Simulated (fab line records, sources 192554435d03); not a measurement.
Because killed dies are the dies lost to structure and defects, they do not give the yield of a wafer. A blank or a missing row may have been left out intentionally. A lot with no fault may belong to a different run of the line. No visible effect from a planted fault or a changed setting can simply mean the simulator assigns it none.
fab line records | flow n5Finfet
record lots=10 wafers=30 lastDay=19
route steps=1938 shown ZERO_LAYER@16 WELL_APT@28 PMOS_HMC_CHANNEL_EPI@57 BEOL_M4@1111 PASSIVATION@1936
lots with no fault: from the same line, run without faults
startH: hours from the record's first day to the start of the lot's first wafer shown | waitH: hours elapsed since this lot's preceding step | " unchanged from the row above | L1.1+2: a single row standing in for several wafers | - no value, or no start was given | * or withheld: withheld | < > ~ a bound
route shown NAME@n: names a module that has steps shown in the file, with the first one's number in the route | usual: mean/standard deviation of fault-free wafers | same: alike in all rows | chamber/n: place in a boat | sites: the reading at each site | _std_site: standard deviation of those values | _edge_site: the outer-site mean with the inner-site mean subtracted | radiusMm: how far each site lies from the wafer's centre | mask NAME#n: copy n | behind: the most recent tool/chamber to have shaped the wafer | hold: what put the lot on hold/how long, in hours/how the hold closed | device: whichever transistor did not switch (one of n, p or np) | end of line: the route-end tests of the same wafers | step lacking rows: just its recipe | killed: count of dies lost to structure and defects at first sort (not the wafer's yield) | map: a wafer's dies, marking killed ones x, the rest . and places with no die _
set.NAME: setting as actually run; set.NAME@STEP: the setting as run at that earlier step | model.NAME: the simulator's own value behind a step, which no gauge read
a sample of lots followed through the steps of the route, with each step as a table and each wafer as a row
services: when a tool's chamber went out of use (startH, in hours from the record's first day, below 0 if earlier), for how many hours, and the reason
## steps
# step N5_ZERO_LAYER_ETCH_18
# recipe chemistry=HBr/Cl2 target=Si targetDepthA=1200 timeS=40 pressureMtorr=10 icpW=800 biasW=75 HBr_flow_sccm=150 Cl2_flow_sccm=80
# usual drypumpMotorCurrentA=5.6/0.57 oesProductAu=1.002/0.01 throttleValvePct=36.33/0.28
# columns lot.wafer tool chamber startH waitH drypumpMotorCurrentA oesProductAu rfHoursCounterH throttleValvePct
L179.1 rieSi-01 3 12.79 0.0 6.3 0.998 43 36.35
L179.4 " 1 " " 4.7 0.996 7 35.88
L179.6 " 0 " " 6.0 1.009 - 35.60
L180.1 rieSi-05 3 18.79 0.0 5.7 1.002 3 36.70
L180.2 " 2 " " 5.8 1.003 123 36.56
L180.6 " 1 " " 4.9 1.010 - 36.29
L183.2 rieSi-05 3 37.04 0.0 5.7 0.996 4 36.72
L183.3 " 0 " " 6.4 1.005 3 36.16
L183.6 " 1 " " 4.9 1.010 - 36.30
L185.2 rieSi-01 1 48.94 0.0 4.7 0.987 8 35.88
L185.4 " 3 " " 6.3 0.993 43 36.33
L185.5 " 2 " " 5.7 0.982 - 36.08
L188.2 rieSi-03 2 66.80 0.1 5.7 1.016 197 35.97
L188.3 " 0 " " 5.0 0.989 66 36.72
L188.6 " 0 " " 5.0 0.998 - 36.71
L195.2 rieSi-01 3 108.80 0.1 6.3 1.001 45 36.32
L195.4 " 1 " " 4.7 0.985 9 35.87
L195.6 " 2 " " 5.7 0.982 - 36.10
L197.1 rieSi-03 3 121.81 0.0 5.8 1.004 56 36.33
L197.2 " 0 " " 5.0 0.988 67 36.71
L197.4 " 1 " " 6.4 0.997 - 36.26
L198.2 rieSi-03 0 127.08 0.1 5.0 0.994 67 36.70
L198.4 " 0 " " 5.0 0.994 - 36.71
L198.6 " 3 " " 5.8 1.004 - 36.34
L199.1 rieSi-01 1 133.49 0.0 4.6 0.989 10 35.86
L199.3 " 2 " " 5.6 0.979 8 36.08
L199.4 " 1 " " 4.7 0.982 - 35.89
L202.1 rieSi-05 1 150.79 0.0 4.9 1.012 69 36.29
L202.5 " 0 " " 6.4 1.001 - 36.13
L202.6 " 3 " " 5.7 1.002 - 36.71
# step N5_WELL_APT_CD_MEAS_08
# recipe targetCdNm=200 landingEnergyEv=500 detector=seInlens
# usual cdNm=200.5/1.6
# same landingEnergyEv=500
# columns lot.wafer tool chamber startH waitH cdNm
L179.1 cdSem-01 0 13.68 - 199.6
L179.4 " 0 " " 199.2
L179.6 " 0 " " 199.2
L180.1 cdSem-03 0 19.68 - 200.7
L180.2 " 0 " " 199.5
L180.6 " 0 " " 199.5
L183.2 cdSem-01 0 37.94 - 201.2
L183.3 " 0 " " 200.8
L183.6 " 0 " " 202.7
L185.2 cdSem-01 0 49.83 - 200.2
L185.4 " 0 " " 201.1
L185.5 " 0 " " 202.8
L188.2 cdSem-01 0 67.57 - 199.8
L188.3 " 0 " " 199.3
L188.6 " 0 " " 196.4
L195.2 cdSem-03 0 109.57 - 201.7
L195.4 " 0 " " 203.6
L195.6 " 0 " " 201.9
L197.1 cdSem-03 0 122.70 - 199.7
L197.2 " 0 " " 199.5
L197.4 " 0 " " 200.3
L198.2 cdSem-03 0 128.01 - 197.1
L198.4 " 0 " " 199.2
L198.6 " 0 " " 200.4
L199.1 cdSem-01 0 134.41 - 199.8
L199.3 " 0 " " 201.3
L199.4 " 0 " " 200.0
L202.1 cdSem-03 0 151.56 - 199.3
L202.5 " 0 " " 200.6
L202.6 " 0 " " 201.7
# step N5_PMOS_HMC_CHANNEL_EPI_HM_DEP_34
# recipe material=SiO2 targetThkA=360 tempC=400 precursor=TEOS/O2 pressureTorr=6.5 rfW=900 teosFlowSccm=161.4 gas=O2 flowSccm=2650 timeS=6.9
# usual heaterPowerW=596/87 showerheadPlenumPTorr=8.34/0.03 throttleValvePct=18.2/1.1
# columns lot.wafer tool chamber startH waitH heaterPowerW showerheadPlenumPTorr throttleValvePct
L179.1 pecvd-04 2 16.85 0.0 566 8.40 18.6
L179.4 " 2 " " 577 8.41 18.2
L179.6 " 1 " " 751 8.38 21.0
L180.1 pecvd-03 1 22.69 0.0 635 8.37 18.7
L180.2 " 2 " " 462 8.38 18.6
L180.6 " 1 " " 655 8.37 18.7
L183.2 pecvd-03 0 41.02 0.0 593 8.32 18.4
L183.3 " 2 " " 561 8.38 18.6
L183.6 " 0 " " 585 8.31 18.6
L185.2 pecvd-01 0 52.81 0.0 527 8.33 18.4
L185.4 " 2 " " 540 8.33 18.1
L185.5 " 0 " " 534 8.31 18.2
L188.2 pecvd-01 2 70.83 0.0 430 8.33 18.0
L188.3 " 0 " " 516 8.33 18.5
L188.6 " 2 " " 444 8.32 17.9
L195.2 pecvd-04 1 113.22 0.0 825 8.41 20.8
L195.4 " 0 " " 602 8.29 18.7
L195.6 " 1 " " 837 8.40 21.1
L197.1 pecvd-01 2 125.66 0.0 532 8.33 18.1
L197.2 " 1 " " 693 8.34 16.8
L197.4 " 1 " " 714 8.35 16.7
L198.2 pecvd-01 1 131.63 0.0 677 8.35 16.6
L198.4 " 2 " " 539 8.33 18.1
L198.6 " 0 " " 629 8.34 18.3
L199.1 pecvd-03 2 137.78 0.0 546 8.36 18.3
L199.3 " 1 " " 600 8.36 18.8
L199.4 " 0 " " 619 8.33 18.7
L202.1 pecvd-04 2 155.55 0.0 525 8.39 18.4
L202.5 " 2 " " 533 8.40 18.5
L202.6 " 0 " " 722 8.29 18.9
# step N5_PMOS_HMC_CHANNEL_EPI_DEVELOP_08
# recipe developTimeS=30 developer=TMAH resist=CAR-ArF-block devTempC=23 rinseLiquid=diw dry=airSpin
# columns lot.wafer tool chamber startH waitH
L179.1+4+6 lithoTrack-04 0 17.07 -
L180.1+2+6 lithoTrack-01 0 22.91 -
L183.2+3+6 lithoTrack-05 0 41.36 -
L185.2+4+5 lithoTrack-01 0 53.16 -
L188.2+3+6 lithoTrack-01 0 71.17 -
L195.2+4+6 lithoTrack-04 0 113.57 -
L197.1+2+4 lithoTrack-04 0 126.02 -
L198.2+4+6 lithoTrack-04 0 131.85 -
L199.1+3+4 lithoTrack-04 0 138.12 -
L202.1+5+6 lithoTrack-01 0 155.77 -
# step N5_PMOS_HMC_CHANNEL_EPI_CD_MEAS_09
# recipe targetCdNm=237.4 landingEnergyEv=500 detector=seInlens
# usual cdNm=237.8/0.94
# same landingEnergyEv=500
# columns lot.wafer tool chamber startH waitH cdNm
L179.1 cdSem-03 0 17.13 - 239.1
L179.4 " 0 " " 237.3
L179.6 " 0 " " 237.6
L180.1 cdSem-02 0 22.97 - 236.8
L180.2 " 0 " " 237.2
L180.6 " 0 " " 239.4
L183.2 cdSem-03 0 41.42 - 236.8
L183.3 " 0 " " 237.6
L183.6 " 0 " " 237.2
L185.2 cdSem-02 0 53.22 - 236.3
L185.4 " 0 " " 235.9
L185.5 " 0 " " 236.0
L188.2 cdSem-01 0 71.23 - 239.2
L188.3 " 0 " " 234.6
L188.6 " 0 " " 238.5
L195.2 cdSem-03 0 113.63 - 239.3
L195.4 " 0 " " 237.5
L195.6 " 0 " " 238.8
L197.1 cdSem-02 0 126.08 - 239.3
L197.2 " 0 " " 238.5
L197.4 " 0 " " 237.7
L198.2 cdSem-02 0 131.91 - 237.6
L198.4 " 0 " " 238.2
L198.6 " 0 " " 238.3
L199.1 cdSem-01 0 138.18 - 237.4
L199.3 " 0 " " 237.4
L199.4 " 0 " " 237.2
L202.1 cdSem-02 0 155.82 - 236.9
L202.5 " 0 " " 235.3
L202.6 " 0 " " 236.6
# step N5_BEOL_M4_RC_MEAS_101
# usual DIBL_N=36.0/1.7 DIBL_P=36.2/1.9 IOFF_N=0.154/0.028 IOFF_P=0.21/0.036 ION_N=675/11 ION_P=463/8.3 SS_N=71.4/0.63 SS_P=73.2/0.55 VT_N=250.2/3 VT_P=-251/3.7
# columns lot.wafer tool chamber startH waitH DIBL_N[mV/V] DIBL_P[mV/V] IOFF_N[nA/um] IOFF_P[nA/um] ION_N[uA/um] ION_P[uA/um] SS_N[mV/dec] SS_P[mV/dec] VT_N[mV] VT_P[mV]
L179.1 prober-02 0 192.80 0.0 37.5 37.4 0.178 0.29 673 469 71.7 73.6 248.0 -242
L179.4 " 0 " " 34.2 33.4 0.133 0.23 672 475 70.0 73.3 251.1 -245
L179.6 " 0 " " 36.4 35.8 0.157 0.26 666 468 71.2 73.5 253.0 -243
L180.1 prober-01 0 197.44 0.0 35.0 33.2 0.116 0.17 670 455 71.2 73.0 252.2 -252
L180.2 " 0 " " 38.3 38.5 0.186 0.26 688 474 72.9 73.9 245.6 -247
L180.6 " 0 " " 39.0 38.7 0.196 0.26 700 477 72.4 73.9 245.2 -246
L183.2 prober-02 0 239.69 0.2 37.7 38.6 0.180 0.23 685 477 71.5 73.7 249.5 -247
L183.3 " 0 " " 38.0 38.8 0.185 0.23 679 467 72.4 73.4 246.9 -248
L183.6 " 0 " " 34.4 34.9 0.128 0.17 671 462 71.1 72.3 252.7 -250
L185.2 prober-02 0 264.84 0.2 34.7 35.6 0.134 0.18 666 460 71.4 72.7 252.2 -252
L185.4 " 0 " " 35.7 36.4 0.155 0.20 679 461 71.4 72.8 248.9 -251
L185.5 " 0 " " 35.7 36.5 0.146 0.19 674 465 71.2 72.5 249.6 -251
L188.2 prober-02 0 282.07 0.2 35.3 34.8 0.139 0.19 680 463 71.2 73.5 248.6 -253
L188.3 " 0 " " 37.6 36.5 0.168 0.21 674 459 72.3 73.3 250.2 -250
L188.6 " 0 " " 35.9 35.5 0.142 0.19 670 453 71.2 73.5 251.0 -254
L195.2 prober-01 0 316.01 0.2 35.8 35.0 0.147 0.18 667 456 71.2 73.4 253.0 -254
L195.4 " 0 " " 34.4 34.3 0.138 0.18 684 466 71.4 73.2 249.5 -255
L195.6 " 0 " " 33.4 32.6 0.119 0.16 667 449 71.3 72.6 257.5 -255
L197.1 prober-02 0 339.42 0.0 37.2 37.0 0.177 0.23 681 468 71.8 73.7 250.5 -249
L197.2 " 0 " " 39.3 38.5 0.221 0.26 682 466 72.9 73.6 246.6 -246
L197.4 " 0 " " 36.8 36.7 0.175 0.24 687 474 70.9 74.0 247.1 -248
L198.2 prober-01 0 340.00 0.2 35.2 32.4 0.128 0.17 662 459 70.8 72.1 256.1 -253
L198.4 " 0 " " 33.8 32.5 0.107 0.17 669 462 70.2 72.8 258.0 -255
L198.6 " 0 " " 36.6 35.7 0.150 0.22 673 466 71.1 72.9 251.3 -248
L199.1 prober-01 0 342.37 0.0 35.8 35.9 0.150 0.18 663 453 71.1 72.5 251.4 -251
L199.3 " 0 " " 36.0 36.7 0.158 0.20 665 462 71.2 72.8 247.5 -249
L199.4 " 0 " " 39.1 38.8 0.214 0.23 697 468 71.9 73.2 244.7 -251
L202.1 prober-02 0 347.04 0.0 36.1 36.9 0.145 0.21 660 455 71.4 73.0 253.2 -253
L202.5 " 0 " " 35.9 34.8 0.148 0.19 662 456 71.4 72.7 252.0 -252
L202.6 " 0 " " 37.9 39.6 0.192 0.25 697 471 72.3 73.9 247.7 -249
# step N5_PASSIVATION_PROBE_49
# usual defectLimitedYield=90.9/1.4 killed_at_M0_to_M3=38/11 killed_at_M4_up=13/5.9 killedAtContacts=14/6.4 killedAtFrontEnd=38/11 killedAtOther=3.3/2.5 killedDies=107/16 killedOpen=70/12 killedShort=35/7.7 sort_bin_5_function=5.3/0.94 sort_bin_6_memory=3.5/0.7 sortNPass=1073/16 sortYieldPct=90.9/1.4
# same grossDies=1180 killedAtBackSide=0 sort_bin_4_leakage[%]=0 sort_bin_8_speed[%]=0
# columns lot.wafer tool chamber startH waitH defectLimitedYield[%] killed_at_M0_to_M3 killed_at_M4_up killedAtContacts killedAtFrontEnd killedAtOther killedDies killedOpen killedShort sort_bin_5_function[%] sort_bin_6_memory[%] sortNPass sortYieldPct[%]
L183.2 prober-02 - 341.61 0.1 93.1 30 11 11 29 0 81 59 18 3.0 3.6 1099 93.1
L183.3 prober-02 - 341.66 0.1 91.4 33 18 14 36 1 102 65 32 4.7 3.7 1078 91.4
L183.6 prober-02 - 341.81 0.3 91.7 29 14 10 44 1 98 60 32 4.8 3.0 1082 91.7
L195.2 prober-02 - 424.46 0.1 90.6 50 12 22 24 3 111 73 32 6.1 2.8 1069 90.6
L195.4 prober-02 - 424.56 0.2 90.3 47 11 15 41 0 114 82 31 5.7 3.5 1066 90.3
L195.6 prober-02 - 424.66 0.3 91.6 37 20 14 24 4 99 67 30 4.9 3.1 1081 91.6
L199.3 prober-01 - 464.31 0.1 92.1 29 4 14 41 5 93 63 30 4.5 3.2 1087 92.1
# killed by level:class
L183.2 MOL_CONTACT_COAG:geometricParticle:open=11 BEOL_M2:geometricParticle:open=7 BEOL_M3:geometricParticle:open=7 FIN_SAQP:geometricParticle:short=6 STI_FIN_REVEAL:geometricParticle:open=6 BEOL_M0_SAQP:geometricParticle:short=6 BEOL_M0_SAQP:geometricParticle:open=5 BEOL_M0:geometricParticle:open=4
L183.3 MOL_CONTACT_COAG:geometricParticle:open=13 FIN_SAQP:geometricParticle:short=10 BEOL_M2:geometricParticle:open=10 FIN_SAQP:geometricParticle:open=9 BEOL_M3:geometricParticle:open=6 BEOL_M2:geometricParticle:short=5 BEOL_M4:geometricParticle:open=5 BEOL_M0_SAQP:geometricParticle:short=4
L183.6 FIN_SAQP:geometricParticle:short=9 MOL_CONTACT_COAG:geometricParticle:open=8 STI_FIN_REVEAL:geometricParticle:open=7 FIN_SAQP:geometricParticle:open=6 BEOL_M3:geometricParticle:open=6 BEOL_M5:geometricParticle:open=6 BEOL_M0:geometricParticle:open=5 BEOL_M5:geometricParticle:short=4
L195.2 BEOL_M3:geometricParticle:open=18 MOL_CONTACT_COAG:geometricParticle:open=15 BEOL_M0_SAQP:geometricParticle:open=8 BEOL_M0_SAQP:geometricParticle:short=8 MOL_CONTACT_COAG:geometricParticle:short=7 BEOL_M1:geometricParticle:open=7 STI_FIN_REVEAL:geometricParticle:open=4 BEOL_M1:geometricParticle:short=4
L195.4 STI_FIN_REVEAL:geometricParticle:open=17 MOL_CONTACT_COAG:geometricParticle:open=11 BEOL_M1:geometricParticle:open=10 BEOL_M2:geometricParticle:open=9 BEOL_M3:geometricParticle:open=9 GATE_CUT:geometricParticle:short=7 BEOL_M0_SAQP:geometricParticle:open=6 STI_FIN_REVEAL:geometricParticle:short=5
L195.6 MOL_CONTACT_COAG:geometricParticle:open=12 BEOL_M3:geometricParticle:open=11 FIN_SAQP:geometricParticle:short=5 STI_FIN_REVEAL:geometricParticle:open=5 BEOL_M0_SAQP:geometricParticle:short=5 BEOL_M4:geometricParticle:open=5 DUMMY_GATE:geometricParticle:open=4 BEOL_M0:geometricParticle:open=4
L199.3 FIN_SAQP:geometricParticle:open=12 MOL_CONTACT_COAG:geometricParticle:open=12 FIN_SAQP:geometricParticle:short=8 STI_FIN_REVEAL:geometricParticle:open=8 BEOL_M0_SAQP:geometricParticle:short=6 BEOL_M1:geometricParticle:open=6 BEOL_M0_SAQP:geometricParticle:open=5 STARTING-WAFER:geometricParticle:open=4
## services
# columns tool chamber startH hours kind
pecvd-01 - 10.60 2.8 pm
pecvd-03 - 17.17 2.8 pm
pecvd-01 2 21.12 - clean
pecvd-01 2 21.12 - consumableReplace:showerhead
pecvd-01 2 21.12 29.0 scheduledDown
pecvd-01 2 21.12 29.0 ventCycle
pecvd-03 - 23.74 0.8 repair
rieSi-05 - 26.41 2.8 pm
pecvd-04 - 39.52 0.6 repair
pecvd-04 2 59.79 5.5 scheduledDown
pecvd-04 - 62.38 2.8 pm
pecvd-03 - 69.37 2.7 repair
pecvd-01 2 97.05 5.6 repair
pecvd-01 0 99.73 11.7 repair
lithoTrack-04 - 105.40 - consumableReplace:filter
rieSi-01 0 110.99 - clean
rieSi-01 0 110.99 24.2 scheduledDown
rieSi-01 0 110.99 24.2 ventCycle
pecvd-03 1 111.89 2.1 scheduledDown
rieSi-03 2 117.71 - clean
pecvd-01 0 124.00 5.5 scheduledDown
lithoTrack-04 - 125.94 - consumableReplace:filter
rieSi-03 3 139.42 31.8 repair
pecvd-01 0 139.76 7.1 repair
## key
firstSign step=N5_PMOS_HMC_CHANNEL_EPI_CD_MEAS_09 reading=cdNm direction=down sigmas=3.3 usual=237.8 struck=234.6
effect none on later readings
metAt N5_PMOS_HMC_CHANNEL_EPI_DEVELOP_08
struckLots L188
struckWafers L188.3
notActingAt N5_ZERO_LAYER_ETCH_18,N5_WELL_APT_CD_MEAS_08,N5_PMOS_HMC_CHANNEL_EPI_HM_DEP_34
onsetBetween 53.16 71.17
fault kind=processParameterDrift tool=lithoTrack-01 chamber=- onsetH=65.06 steps=N5_PMOS_HMC_CHANNEL_EPI_DEVELOP_08 channel=developTimeS offset=* shape=step endH=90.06 scope=struckWafersOnly actsIn=* stated=*
